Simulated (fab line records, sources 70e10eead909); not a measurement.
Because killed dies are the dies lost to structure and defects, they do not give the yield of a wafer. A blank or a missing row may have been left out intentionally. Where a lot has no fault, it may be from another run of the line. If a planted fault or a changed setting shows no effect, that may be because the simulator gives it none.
Which of the tools did it?    flow nand harc    Sampling: 7 lots, 21 wafers, 4 of 1302 route steps

## WHAT EACH GAUGE READ, for each wafer
NHARC_A_CHANNEL_HOLE_D2_CD_MEAS_10 targets a cd of 100 nm.
lot   measured      on         cd nm (nm)
L256  day 13 22:11  cd sem-02  100.4 100.6 101.0
L257  day 14 16:05  cd sem-02  100.6 100.3 100.6
L260  day 15 18:06  cd sem-02  100.9 100.3 100.5
L267  day 17 23:38  cd sem-01  99.3 100.2 99.8
L272  day 21 04:37  cd sem-02  100.7 101.2 101.7
L274  day 21 04:28  cd sem-03  100.0 99.8 99.7
L277  day 22 07:30  cd sem-01  99.5 99.5 99.6

## TOOL THAT RAN EACH LOT (tool first, then ch and the chambers of the sampled wafers, then the start)
lot   NHARC_A_ONON_D2_DEP_03            NHARC_A_ONON_D2_DEP_33           NHARC_A_CHANNEL_HOLE_D2_DEP_01
L256  pecvd onon-03 ch 0, day 13 07:19  pecvd-04 ch 0,1,2, day 13 19:04  pecvd-03 ch 0,1,2, day 13 21:33
L257  pecvd onon-03 ch 0, day 14 01:01  pecvd-01 ch 0,1,2, day 14 13:00  pecvd-02 ch 0,1, day 14 15:29
L260  pecvd onon-02 ch 0, day 14 23:23  pecvd-03 ch 0,1,2, day 15 11:40  pecvd-04 ch 0,1,2, day 15 17:35
L267  pecvd onon-01 ch 0, day 17 08:26  pecvd-04 ch 0,1,2, day 17 17:40  pecvd-03 ch 0,1,2, day 17 23:04
L272  pecvd onon-01 ch 0, day 20 10:06  pecvd-04 ch 0,2, day 20 22:03    pecvd-03 ch 1,2, day 21 03:56
L274  pecvd onon-02 ch 0, day 20 10:22  pecvd-01 ch 0,1,2, day 20 22:08  pecvd-02 ch 1,2, day 21 03:45
L277  pecvd onon-03 ch 0, day 21 15:26  pecvd-03 ch 1,2, day 22 04:14    pecvd-04 ch 1,2, day 22 06:47
- NHARC_A_ONON_D2_DEP_03: target thk 1000 nm.
- NHARC_A_ONON_D2_DEP_33: deposits SiO2, target thk 200 nm.
- NHARC_A_CHANNEL_HOLE_D2_DEP_01: deposits SiON, target thk 140 nm.

## THE ANSWER, worked out from the rows above alone
Rule: the lots themselves supply what counts as usual. The widest of any qualifying gaps counts: lots, ordered by their means at a reading, are off when they make up no more than a third of the lots, leave a main group of 4 or more, and stand apart from it by 3 or more times the standard deviation of that group's means. A main group whose means are all the same, to the digits that the tables above print for the reading, isn't used. Also off: a lot with no number at a reading for which 4 or more lots have one. The other lots that the step has rows for count as sound.
No lot is off on any of the readings shown, so nothing can be concluded from this.

## WHAT THE SIMULATOR PUT IN
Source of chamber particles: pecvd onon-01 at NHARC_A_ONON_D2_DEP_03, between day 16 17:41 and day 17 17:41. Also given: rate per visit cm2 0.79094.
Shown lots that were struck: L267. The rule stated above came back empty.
